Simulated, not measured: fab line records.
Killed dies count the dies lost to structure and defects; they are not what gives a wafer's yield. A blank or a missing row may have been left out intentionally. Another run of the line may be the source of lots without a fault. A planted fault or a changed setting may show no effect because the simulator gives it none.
Matching of chambers	flow nandHarc	NHARC_P_M0_STRIP_18 on rieDiel-02: 4 sister chambers
The step strips in N2/H2. 27 wafers are shown with their chamber, then 12 later ones without.

## WAFERS WITH THEIR CHAMBER
wafer	chamber	drypumpMotorCurrentA (A)	showerheadPlenumPTorr (Torr)	oesProductAu (a.u.)
L074.2	0	5.7	2.14	1.005
L074.4	2	5.3	1.91	1.008
L074.5	3	6.1	2.15	0.988
L076.1	3	6.1	2.15	1.009
L076.2	0	5.7	2.14	0.993
L076.4	1	4.9	2.13	1.013
L078.2	2	5.3	1.90	1.014
L078.3	0	5.7	2.14	1.015
L078.6	3	6.1	2.15	0.996
L080.3	3	6.1	2.14	0.986
L080.4	0	5.7	2.14	0.989
L080.6	1	5.0	2.13	1.001
L081.1	2	5.3	1.90	1.002
L081.5	0	5.7	2.14	0.996
L081.6	3	6.1	2.14	0.986
L082.2	2	5.3	1.90	1.015
L082.5	2	5.3	1.90	1.017
L082.6	1	5.0	2.13	1.007
L087.3	3	6.1	2.14	0.988
L087.5	1	5.0	2.13	1.003
L087.6	3	6.1	2.14	1.002
L088.3	3	6.0	2.14	0.985
L088.4	0	5.7	2.13	0.987
L088.6	1	5.0	2.12	0.995
L090.1	3	6.1	2.14	0.988
L090.2	1	5.0	2.12	1.009
L090.6	1	5.0	2.12	1.010

SIGNATURES (means of the wafers above)
reading	chamber 0	chamber 1	chamber 2	chamber 3	scatter within a chamber
drypumpMotorCurrentA	5.700	4.986	5.300	6.089	0.0276
showerheadPlenumPTorr	2.1383	2.1257	1.9020	2.1433	0.00482
oesProductAu	0.99750	1.00543	1.01120	0.99200	0.00813
Rule: distance of a wafer from a chamber = root of the sum over the readings of ((wafer's reading minus chamber's mean) / reading's scatter) squared. The wafer belongs to the nearest chamber; if the next one is less than 2 further off, it can't be placed. The scatter is the square root of a quotient: the sum, over the shown wafers, of each reading's squared deviation from its chamber's mean, divided by wafers minus chambers.

## WAFERS MISSING THEIR CHAMBER
wafer	drypumpMotorCurrentA (A)	showerheadPlenumPTorr (Torr)	oesProductAu (a.u.)
L091.2	5.7	2.13	0.996
L091.3	6.1	2.14	1.003
L091.6	6.1	2.14	0.998
L095.1	6.0	2.13	0.993
L095.2	5.7	2.13	0.999
L095.5	5.7	2.13	0.992
L094.1	5.3	1.90	0.995
L094.2	5.7	2.13	0.990
L094.5	5.0	2.12	1.003
L097.2	6.1	2.13	0.992
L097.5	6.1	2.13	0.988
L097.6	5.3	1.90	1.000

## THE CHAMBER EACH PASSED THROUGH
wafer	from the rows above	in truth
L091.2	0	0
L091.3	3	3
L091.6	3	3
L095.1	3	3
L095.2	0	0
L095.5	0	0
L094.1	2	2
L094.2	0	0
L094.5	1	1
L097.2	3	3
L097.5	3	3
L097.6	2	2
Correctly placed: 12 of 12. Not placeable from these rows: 0. Number placed wrongly: 0.
